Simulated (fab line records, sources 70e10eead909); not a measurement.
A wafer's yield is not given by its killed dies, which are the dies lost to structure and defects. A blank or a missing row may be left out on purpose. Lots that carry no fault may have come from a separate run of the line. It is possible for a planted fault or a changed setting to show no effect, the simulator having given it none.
Which of the tools did it? | flow nand harc | 14 lots, 42 wafers sampled, at 3 steps of a route of 1302

== WHAT THE GAUGES SHOWED, per wafer ==
NHARC_P_ZERO_WELL_CD_MEAS_24: the cd target is 720 nm.
lot  | measured     | on        | cd nm (nm)
L852 | day 1 22:29  | cd sem-01 | 721.6 718.4 722.1
L853 | day 2 08:29  | cd sem-03 | 720.2 720.6 721.4
L854 | day 2 18:28  | cd sem-02 | 717.0 716.9 716.7
L855 | day 3 04:35  | cd sem-02 | 720.3 716.2 718.3
L857 | day 4 00:21  | cd sem-03 | 720.8 720.9 722.2
L858 | day 4 10:38  | cd sem-01 | 719.8 721.1 723.4
L859 | day 4 20:32  | cd sem-01 | 718.9 721.6 724.1
L868 | day 8 14:40  | cd sem-01 | 724.9 720.3 722.3
L869 | day 9 00:34  | cd sem-02 | 720.2 722.2 719.8
L870 | day 9 10:36  | cd sem-02 | 719.3 716.0 722.7
L871 | day 9 20:35  | cd sem-03 | 716.3 719.4 716.1
L872 | day 10 06:23 | cd sem-01 | 714.9 717.5 716.4
L873 | day 10 16:28 | cd sem-03 | 716.7 721.9 720.2
L875 | day 11 12:31 | cd sem-01 | 720.2 723.2 719.5

NHARC_P_STI_OVL_MEAS_10.
lot  | measured     | on         | overlay x nm (nm) | overlay y nm (nm)
L852 | day 2 18:58  | overlay-02 | 7 7 7             | 1 1 1
L853 | day 3 05:46  | overlay-02 | 0 1 1             | 1 1 1
L854 | day 3 14:41  | overlay-01 | 14 14 14          | -5 -5 -4
L855 | day 4 00:13  | overlay-01 | 1 1 1             | 8 9 8
L857 | day 4 20:13  | overlay-02 | 11 11 11          | -3 -3 -3
L858 | day 5 09:05  | overlay-01 | 6 6 6             | -5 -6 -5
L859 | day 5 16:51  | overlay-01 | 1 1 1             | 1 1 1
L868 | day 9 12:41  | overlay-01 | 2 2 2             | 16 16 16
L869 | day 9 20:38  | overlay-01 | 7 7 7             | -1 0 0
L870 | day 10 13:02 | overlay-01 | 8 8 8             | 1 2 2
L871 | day 10 23:37 | overlay-02 | 6 6 6             | 3 3 3
L872 | day 11 05:29 | overlay-01 | -1 0 0            | -3 -3 -2
L873 | day 11 12:03 | overlay-02 | -3 -3 -4          | -9 -9 -9
L875 | day 12 10:55 | overlay-01 | 5 6 5             | 0 -1 0

== TOOL THAT RAN EACH LOT (tool first, then ch and the chambers of the sampled wafers, then the start) ==
lot  | NHARC_P_ZERO_WELL_DESCUM_26
L852 | rie diel-04 ch 0,2,3, day 1 22:40
L853 | rie diel-04 ch 0,1,3, day 2 08:40
L854 | rie diel-12 ch 0,2,3, day 2 18:37
L855 | rie diel-12 ch 1,2,3, day 3 04:45
L857 | rie diel-04 ch 0,3, day 4 00:31
L858 | rie diel-12 ch 2,3, day 4 10:47
L859 | rie diel-13 ch 1,3, day 4 20:42
L868 | rie diel-13 ch 0,1,3, day 8 14:50
L869 | rie diel-04 ch 0,2,3, day 9 00:46
L870 | rie diel-13 ch 0,2,3, day 9 10:46
L871 | rie diel-12 ch 0,3, day 9 20:45
L872 | rie diel-04 ch 0,1, day 10 06:40
L873 | rie diel-12 ch 1,2,3, day 10 16:38
L875 | rie diel-12 ch 0,2, day 11 12:41
- NHARC_P_ZERO_WELL_DESCUM_26: chemistry O2, time 3 s.

== WHAT THE TOOLS THEMSELVES READ (means of the sampled wafers that have a number; where no wafer has one, the mark that the record gives instead) ==
NHARC_P_ZERO_WELL_DESCUM_26.
lot  | tool        | drypump motor current A (A) | oes product au (a.u.) | rf vpp V (V) | showerhead plenum p Torr (Torr) | throttle valve pct (%)
L852 | rie diel-04 | 5.5                         | 1.006                 | 58.0         | 1.93                            | 11.304
L853 | rie diel-04 | 5.6                         | 1.002                 | 57.8         | 1.91                            | 11.309
L854 | rie diel-12 | 5.8                         | 0.999                 | 57.5         | 1.94                            | 11.312
L855 | rie diel-12 | 5.5                         | 0.999                 | 57.8         | 1.91                            | 11.307
L857 | rie diel-04 | 5.8                         | 0.996                 | 58.3         | 1.93                            | 11.311
L858 | rie diel-12 | 5.8                         | 1.002                 | 58.9         | 1.97                            | 11.301
L859 | rie diel-13 | 6.0                         | 0.999                 | 58.0         | 1.89                            | 11.307
L868 | rie diel-13 | 5.6                         | 0.999                 | 58.2         | 1.92                            | 11.300
L869 | rie diel-04 | 5.5                         | 1.014                 | 57.5         | 1.91                            | 11.324
L870 | rie diel-13 | 5.4                         | 1.004                 | 57.7         | 1.90                            | 11.303
L871 | rie diel-12 | 6.1                         | 0.994                 | 58.1         | 1.93                            | 11.312
L872 | rie diel-04 | 5.7                         | 0.997                 | 57.0         | 1.91                            | 11.313
L873 | rie diel-12 | 5.5                         | 1.000                 | 56.6         | 1.90                            | 11.314
L875 | rie diel-12 | 5.5                         | 1.001                 | 57.7         | 1.92                            | 11.311

== THE ANSWER, worked out from the rows above alone ==
Rule: usual is defined by the lots themselves. Put in order of their means at a reading, lots are off if they are a third of the lots or fewer, leave a main group of 4 or more, and stand apart from it by a gap of 3 or more times the standard deviation of the main group's means; of several such gaps the widest counts. A main group whose means are all the same, to the digits that the tables above print for the reading, isn't used. Also off: a lot with no number at a reading for which 4 or more lots have one. Any other lot the step has rows for is counted as sound. After the gauges, taken in route order, come the tools' own readings; for these a lot's mean is taken, as printed above. The first step at which some lot is off is used, and at that step the reading that is off furthest; a lot without a number counts as furthest.
Nothing can be told from this: no lot is off at any reading shown.

== WHAT THE SIMULATOR HAD PUT IN ==
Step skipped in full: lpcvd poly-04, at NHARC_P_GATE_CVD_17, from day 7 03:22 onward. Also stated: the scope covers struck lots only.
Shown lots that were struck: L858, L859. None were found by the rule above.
